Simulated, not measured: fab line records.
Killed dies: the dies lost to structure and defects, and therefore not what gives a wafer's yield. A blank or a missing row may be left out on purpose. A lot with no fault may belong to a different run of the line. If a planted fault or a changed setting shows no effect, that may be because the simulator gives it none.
fab line records ; flow nandHarc
record: lots: 14; wafers: 42; lastDay: 24
route steps=1159 shown A_ONON_D1@442 A_M1@1043 A_BONDPAD@1072 END@1159
lots with no fault: from the same line, run without faults
startH: hours from the record's first day to the start of the lot's first wafer shown ; waitH: time in hours since the lot's previous step ; " as in the row above ; L1.1+2: one row covering several wafers at once ; - either no value or no given start ; * or withheld: withheld ; < > ~ a bound
route shown NAME@n: names a module that has steps shown in the file, with the first one's number in the route ; usual: mean and standard deviation over wafers with no fault ; same: alike in all rows ; chamber/n: place in a boat ; sites: readings site by site ; _std_site: the standard deviation of these ; _edge_site: the outer-site mean with the inner-site mean subtracted ; radiusMm: how far each site lies from the wafer's centre ; mask NAME#n: copy n ; behind: the tool/chamber that last shaped the wafer ; hold: why the lot was held/for how many hours/how that ended ; device: transistor that didn't switch, given as n, p or np ; end of line: the same wafers' tests at the end of the route ; a step without rows: its recipe alone ; killed: dies that structure and defects cost at the first sort, which is not the same as the wafer's yield ; map: a wafer's dies, x killed, . not, _ none there
set.NAME: the run value of the setting; set.NAME@STEP: its run value at that earlier step ; model.NAME: the simulator's own value behind a step, which no gauge read
a sample of lots followed through the steps of the route, with each step as a table and each wafer as a row
services: the hour from which a tool's chamber was out of use, counted from the record's first day as startH (under 0 if before that day), plus the number of hours and why
== steps ==
step: NHARC_A_ONON_D1_DEP_25
recipe: targetThkA: 10000; n2FlowSccm: 2750; n2oFlowSccm: 2000; nh3FlowSccm: 500; sih4FlowSccm: 210; tempC: 400
lot.wafer;tool;chamber;startH;waitH
L787.1+2+6;pecvdOnon-03;0;168.43;0.1
L789.1+2+5;pecvdOnon-03;0;173.78;0.1
L788.4+5+6;pecvdOnon-04;0;173.97;0.2
L790.1+5+6;pecvdOnon-02;0;194.84;0.1
L791.2+3+4;pecvdOnon-03;0;194.93;0.1
L792.1+3+4;pecvdOnon-03;0;199.87;0.1
L793.3+5+6;pecvdOnon-04;0;199.99;0.2
L794.2+4+5;pecvdOnon-03;0;210.68;0.1
L799.1+4+5;pecvdOnon-02;0;259.48;0.1
L803.1+2+4;pecvdOnon-02;0;266.08;0.1
L804.2+3+6;pecvdOnon-04;0;270.64;0.1
L805.1+3+4;pecvdOnon-04;0;281.72;0.1
L806.3+5+6;pecvdOnon-03;0;281.83;0.2
L809.1+2+4;pecvdOnon-04;0;302.06;0.1
step: NHARC_A_M1_STRIP_18
recipe: powerW: 1000; n2FlowSccm: 150; h2FlowSccm: 150; arFlowSccm: 0; biasW: 0; chemistry: N2/H2
usual: drypumpMotorCurrentA: 5.7/0.47; h2FlowSccm: 150.0/0.47; oesProductAu: 0.999/0.008; rfVppV: 90.7/1; showerheadPlenumPTorr: 2.06/0.1; throttleValvePct: 14.172/0.0086
lot.wafer;tool;chamber;startH;waitH;drypumpMotorCurrentA;h2FlowSccm;oesProductAu;rfHoursCounterH;rfVppV;showerheadPlenumPTorr;throttleValvePct
L788.4;rieDiel-12;0;412.46;0.1;6.5;149.4;0.989;3;92.6;2.20;14.169
L788.6;rieDiel-12;3;412.46;0.1;5.0;150.5;1.003;-;89.3;1.94;14.148
L788.5;rieDiel-12;0;412.46;0.1;6.5;150.1;1.004;-;90.3;2.20;14.158
L789.2;rieDiel-10;3;412.69;0.1;5.9;150.4;1.006;1;91.7;2.07;14.181
L789.1;rieDiel-10;0;412.69;0.1;5.2;150.4;0.989;1;90.1;1.92;14.172
L789.5;rieDiel-10;2;412.69;0.1;5.3;150.6;0.994;-;91.3;2.18;14.175
L787.2;rieDiel-07;1;416.26;0.1;4.9;149.9;0.997;0;89.0;2.07;14.160
L787.1;rieDiel-07;0;416.26;0.1;5.7;150.2;0.994;0;90.3;2.07;14.154
L787.6;rieDiel-07;1;416.26;0.1;4.9;150.0;0.989;-;92.4;2.07;14.175
L792.4;rieDiel-12;3;427.14;0.1;5.0;150.0;0.993;4;90.8;1.94;14.160
L792.3;rieDiel-12;0;427.14;0.1;6.5;149.6;0.991;4;92.0;2.20;14.170
L792.1;rieDiel-12;1;427.14;0.1;6.2;149.5;0.990;3;91.4;2.18;14.177
L793.3;rieDiel-12;0;431.17;0.2;6.5;149.3;1.003;4;91.4;2.20;14.169
L793.5;rieDiel-12;1;431.17;0.2;6.2;149.1;0.993;-;90.0;2.18;14.160
L793.6;rieDiel-12;2;431.17;0.2;5.8;150.1;0.992;-;91.9;2.20;14.175
L790.1;rieDiel-07;2;440.78;0.1;5.8;150.0;0.995;1;90.8;2.08;14.166
L790.5;rieDiel-07;1;440.78;0.1;4.9;149.9;0.997;-;90.7;2.07;14.162
L790.6;rieDiel-07;2;440.78;0.1;5.7;150.2;0.996;-;91.8;2.08;14.159
L791.3;rieDiel-10;3;445.50;0.1;6.0;150.2;1.006;2;89.2;2.06;14.168
L791.2;rieDiel-10;1;445.50;0.1;5.6;149.9;0.982;2;90.0;1.96;14.174
L791.4;rieDiel-10;2;445.50;0.1;5.3;149.5;0.994;2;91.4;2.18;14.166
L794.4;rieDiel-12;1;447.47;0.1;6.2;149.8;1.000;5;91.7;2.18;14.173
L794.2;rieDiel-12;3;447.47;0.1;5.0;149.9;0.993;6;88.6;1.94;14.166
L794.5;rieDiel-12;2;447.47;0.1;5.8;150.4;0.994;-;91.7;2.20;14.174
L799.4;rieDiel-10;2;487.92;0.1;5.3;149.7;1.006;3;92.3;2.18;14.167
L799.1;rieDiel-10;1;487.92;0.1;5.5;149.4;0.999;3;90.2;1.96;14.166
L799.5;rieDiel-10;2;487.92;0.1;5.3;149.7;1.005;-;92.6;2.18;14.174
L803.2;rieDiel-10;0;512.18;0.1;5.2;149.9;0.985;3;89.9;1.92;14.173
L803.1;rieDiel-10;1;512.18;0.1;5.6;150.6;0.989;3;90.2;1.96;14.178
L803.4;rieDiel-10;2;512.18;0.1;5.3;149.9;0.996;3;91.8;2.18;14.160
L804.2;rieDiel-12;2;516.90;0.1;5.8;150.5;0.998;10;90.2;2.20;14.176
L804.3;rieDiel-12;0;516.90;0.1;6.5;149.5;1.001;12;91.3;2.19;14.192
L804.6;rieDiel-12;2;516.90;0.1;5.8;149.9;1.002;-;90.9;2.20;14.165
L806.3;rieDiel-10;3;518.02;0.1;6.0;150.1;1.014;4;90.1;2.06;14.194
L806.5;rieDiel-10;1;518.02;0.1;5.5;150.8;0.987;-;89.7;1.96;14.164
L806.6;rieDiel-10;2;518.02;0.1;5.3;150.2;1.013;-;91.5;2.18;14.185
L805.3;rieDiel-12;2;520.05;0.1;5.8;149.9;0.990;10;89.0;2.20;14.164
L805.1;rieDiel-12;3;520.05;0.1;5.0;150.1;0.990;11;89.8;1.93;14.193
L805.4;rieDiel-12;0;520.05;0.1;6.5;149.8;0.998;12;90.7;2.19;14.172
L809.2;rieDiel-12;2;540.04;0.1;5.8;150.4;0.991;12;92.4;2.20;14.174
L809.4;rieDiel-12;0;540.04;0.1;6.5;149.8;0.999;14;92.1;2.19;14.167
L809.1;rieDiel-12;1;540.04;0.1;6.2;149.8;0.998;13;90.8;2.18;14.174
step: NHARC_A_M1_ANNEAL_31
recipe: tempC: 225; timeS: 90
usual: wafer_temp_C_max: 225.96/0.26
lot.wafer;tool;chamber;startH;waitH;wafer_temp_C_max
L789.1;rtpAnneal-02;0;414.09;-;226.17
L789.2;rtpAnneal-02;0;414.09;-;226.14
L789.5;rtpAnneal-02;0;414.09;-;225.78
L788.4;rtpAnneal-01;0;414.37;-;225.87
L788.5;rtpAnneal-01;0;414.37;-;225.79
L788.6;rtpAnneal-01;0;414.37;-;225.77
L787.1;rtpAnneal-02;0;417.70;0.3;226.08
L787.2;rtpAnneal-02;0;417.70;0.3;226.35
L787.6;rtpAnneal-02;0;417.70;0.3;225.75
L792.1;rtpAnneal-02;0;428.48;-;226.14
L792.3;rtpAnneal-02;0;428.48;-;226.08
L792.4;rtpAnneal-02;0;428.48;-;225.83
L793.3;rtpAnneal-02;0;432.58;0.3;226.44
L793.5;rtpAnneal-02;0;432.58;0.3;226.04
L793.6;rtpAnneal-02;0;432.58;0.3;225.91
L790.1;rtpAnneal-02;0;442.25;-;225.62
L790.5;rtpAnneal-02;0;442.25;-;225.70
L790.6;rtpAnneal-02;0;442.25;-;226.59
L791.2;rtpAnneal-02;0;446.94;0.4;226.44
L791.3;rtpAnneal-02;0;446.94;0.4;226.19
L791.4;rtpAnneal-02;0;446.94;0.4;226.11
L794.2;rtpAnneal-01;0;449.34;-;225.69
L794.4;rtpAnneal-01;0;449.34;-;225.98
L794.5;rtpAnneal-01;0;449.34;-;225.96
L799.1;rtpAnneal-01;0;489.30;0.3;226.30
L799.4;rtpAnneal-01;0;489.30;0.3;225.92
L799.5;rtpAnneal-01;0;489.30;0.3;225.95
L803.1;rtpAnneal-01;0;513.60;0.3;225.89
L803.2;rtpAnneal-01;0;513.60;0.3;225.91
L803.4;rtpAnneal-01;0;513.60;0.3;226.15
L804.2;rtpAnneal-01;0;518.32;0.3;226.02
L804.3;rtpAnneal-01;0;518.32;0.3;226.02
L804.6;rtpAnneal-01;0;518.32;0.3;226.03
L806.3;rtpAnneal-01;0;519.49;0.3;225.82
L806.5;rtpAnneal-01;0;519.49;0.3;226.05
L806.6;rtpAnneal-01;0;519.49;0.3;225.81
L805.1;rtpAnneal-02;0;521.69;-;225.73
L805.3;rtpAnneal-02;0;521.69;-;226.19
L805.4;rtpAnneal-02;0;521.69;-;225.91
L809.1;rtpAnneal-02;0;541.65;0.6;226.14
L809.2;rtpAnneal-02;0;541.65;0.6;226.28
L809.4;rtpAnneal-02;0;541.65;0.6;226.18
step: NHARC_A_BONDPAD_CD_MEAS_09
recipe: targetCdNm: 500; landingEnergyEv: 500
usual: cdNm: 500.5/1.9
lot.wafer;tool;chamber;startH;waitH;cdNm
L789.1;cdSem-03;0;417.05;-;500.6
L789.2;cdSem-03;0;417.05;-;499.1
L789.5;cdSem-03;0;417.05;-;502.6
L788.4;cdSem-01;0;417.22;-;502.4
L788.5;cdSem-01;0;417.22;-;503.0
L788.6;cdSem-01;0;417.22;-;500.0
L787.1;cdSem-03;0;420.46;-;500.5
L787.2;cdSem-03;0;420.46;-;498.6
L787.6;cdSem-03;0;420.46;-;500.1
L792.1;cdSem-02;0;431.43;-;498.6
L792.3;cdSem-02;0;431.43;-;499.2
L792.4;cdSem-02;0;431.43;-;502.6
L793.3;cdSem-03;0;435.11;-;497.6
L793.5;cdSem-03;0;435.11;-;497.7
L793.6;cdSem-03;0;435.11;-;496.8
L790.1;cdSem-03;0;445.21;-;499.7
L790.5;cdSem-03;0;445.21;-;502.0
L790.6;cdSem-03;0;445.21;-;502.1
L791.2;cdSem-03;0;449.53;-;497.1
L791.3;cdSem-03;0;449.53;-;501.2
L791.4;cdSem-03;0;449.53;-;498.6
L794.2;cdSem-01;0;452.04;-;504.1
L794.4;cdSem-01;0;452.04;-;502.8
L794.5;cdSem-01;0;452.04;-;503.0
L799.1;cdSem-02;0;492.05;-;505.1
L799.4;cdSem-02;0;492.05;-;499.4
L799.5;cdSem-02;0;492.05;-;501.9
L803.1;cdSem-03;0;516.42;-;499.0
L803.2;cdSem-03;0;516.42;-;498.6
L803.4;cdSem-03;0;516.42;-;496.6
L804.2;cdSem-03;0;521.09;-;500.8
L804.3;cdSem-03;0;521.09;-;501.6
L804.6;cdSem-03;0;521.09;-;499.6
L806.3;cdSem-01;0;522.55;-;500.5
L806.5;cdSem-01;0;522.55;-;499.6
L806.6;cdSem-01;0;522.55;-;501.8
L805.1;cdSem-01;0;524.46;-;501.4
L805.3;cdSem-01;0;524.46;-;501.0
L805.4;cdSem-01;0;524.46;-;503.6
L809.1;cdSem-03;0;544.27;-;498.4
L809.2;cdSem-03;0;544.27;-;501.9
L809.4;cdSem-03;0;544.27;-;500.4
step: NHARC_END_SORT_01
recipe: tempC: 25
usual: killedAtArray: 28/11; killedAtOther: 0.5/0.85; killedAtPeriphery: 2.7/1.9; killedDies: 32/12; killedOpen: 3.3/1.6; killedShort: 2.1/1.5
same: grossDies: 677
lot.wafer;tool;chamber;startH;waitH;killedAtArray;killedAtOther;killedAtPeriphery;killedDies;killedOpen;killedShort
L799.1;prober-01;0;525.81;2.5;116;0;4;120;2;2
L799.4;prober-01;0;528.20;3.4;136;0;9;145;3;3
L799.5;prober-01;0;529.00;3.7;134;1;4;139;3;1
L803.1;prober-02;0;548.36;2.5;134;0;1;135;2;1
L803.2;prober-02;0;549.16;2.8;137;0;0;137;3;1
L803.4;prober-02;0;550.76;3.4;133;0;2;135;2;0
killed by level:class
L799.1 A_ONON_D1:unspecified=103 A_SLIT:chamberFilmFlake=3 A_CHANNEL_HOLE_D1:chamberFilmFlake=3 P_M1:chamberFilmFlake=2 A_CONTACT:chamberFilmFlake=2 P_CONTACT:geometricParticle:open=1 A_SOURCE_PLATE:geometricParticle:short=1 A_SGD_CUT:geometricParticle:short=1
L799.4 A_ONON_D1:unspecified=105 A_SLIT:chamberFilmFlake=16 P_M1:chamberFilmFlake=5 A_CONTACT:chamberFilmFlake=4 P_STI:chamberFilmFlake=3 A_CONTACT:geometricParticle:open=2 A_CHANNEL_HOLE_D1:chamberFilmFlake=2 P_CONTACT:geometricParticle:open=1
L799.5 A_ONON_D1:unspecified=110 A_SLIT:chamberFilmFlake=15 P_M1:chamberFilmFlake=3 A_CONTACT:chamberFilmFlake=3 A_STAIRCASE:chamberFilmFlake=2 P_GATE:geometricParticle:open=1 A_SGD_CUT:geometricParticle:open=1 A_WL_FILL:geometricParticle:short=1
L803.1 A_ONON_D1:unspecified=109 A_CHANNEL_HOLE_D1:chamberFilmFlake=14 A_CONTACT:chamberFilmFlake=5 A_STAIRCASE:chamberFilmFlake=3 P_CONTACT:geometricParticle:open=1 A_CHANNEL_FILL_D1:geometricParticle:open=1 A_CHANNEL_FILL_D1:geometricParticle:short=1 A_WL_FILL:chamberFilmFlake=1
L803.2 A_ONON_D1:unspecified=111 A_CHANNEL_HOLE_D1:chamberFilmFlake=16 A_CONTACT:chamberFilmFlake=4 A_M0:geometricParticle:open=2 A_STAIRCASE:chamberFilmFlake=2 A_CONTACT:geometricParticle:open=1 A_M0:geometricParticle:short=1
L803.4 A_ONON_D1:unspecified=109 A_CHANNEL_HOLE_D1:chamberFilmFlake=17 A_STAIRCASE:chamberFilmFlake=3 A_CONTACT:chamberFilmFlake=3 P_M0:geometricParticle:open=1 A_CONTACT:geometricParticle:open=1 P_M1:chamberFilmFlake=1
== services ==
tool;chamber;startH;hours;kind
pecvdOnon-03;-;153.05;13.0;pm
rieDiel-12;3;154.76;3.9;repair
rieDiel-10;-;176.50;9.0;pm
rieDiel-12;1;187.26;6.5;repair
rieDiel-10;2;194.80;4.1;repair
rieDiel-12;-;202.40;9.0;pm
pecvdOnon-04;-;237.00;13.0;pm
rieDiel-12;3;250.03;4.5;repair
rieDiel-12;2;285.72;19.9;repair
pecvdOnon-02;-;292.00;13.0;pm
rieDiel-12;1;297.30;14.9;repair
rtpAnneal-02;-;300.00;12.0;pm
rieDiel-12;-;322.54;0.5;repair
rieDiel-12;1;325.28;4.4;repair
pecvdOnon-04;-;329.64;0.1;repair
pecvdOnon-03;-;334.05;13.0;pm
rieDiel-10;-;353.50;9.0;pm
rieDiel-12;-;379.48;9.0;pm
pecvdOnon-04;-;418.00;13.0;pm
rieDiel-10;0;421.64;12.1;repair
rieDiel-10;0;469.51;3.1;repair
rieDiel-10;0;476.35;1.3;repair
pecvdOnon-03;-;515.28;13.0;pm
rieDiel-10;-;530.50;9.0;pm
== key ==
firstSign: step: NHARC_END_SORT_01; reading: killedAtArray; direction: up; sigmas: 9.1; usual: 28; struck: 132
effect: step: NHARC_END_SORT_01; reading: killedDies; direction: up; sigmas: 8.8; usual: 32; struck: 135
moreKillsBornAt: NHARC_A_ONON_D1_DEP_25@pecvdOnon-02: 647
metAt NHARC_A_ONON_D1_DEP_25
struckLots L799,L803
testerLeftOut L799,L803
notActingAt NHARC_A_M1_STRIP_18,NHARC_A_M1_ANNEAL_31,NHARC_A_BONDPAD_CD_MEAS_09
onsetBetween 194.84 259.48
fault: kind: chamberParticleSource; tool: pecvdOnon-02; chamber: -; onsetH: 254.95; steps: NHARC_A_ONON_D1_DEP_25; ratePerVisitCm2: 2.1916; endH: 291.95
testerLeftOut: of these lots the tester's yield and bins aren't shown, on N5 and GAA mostly nor the transistor test; their killed dies are dies lost to structure and defects alone, not to doping, threshold or leakage, so they don't give the yield
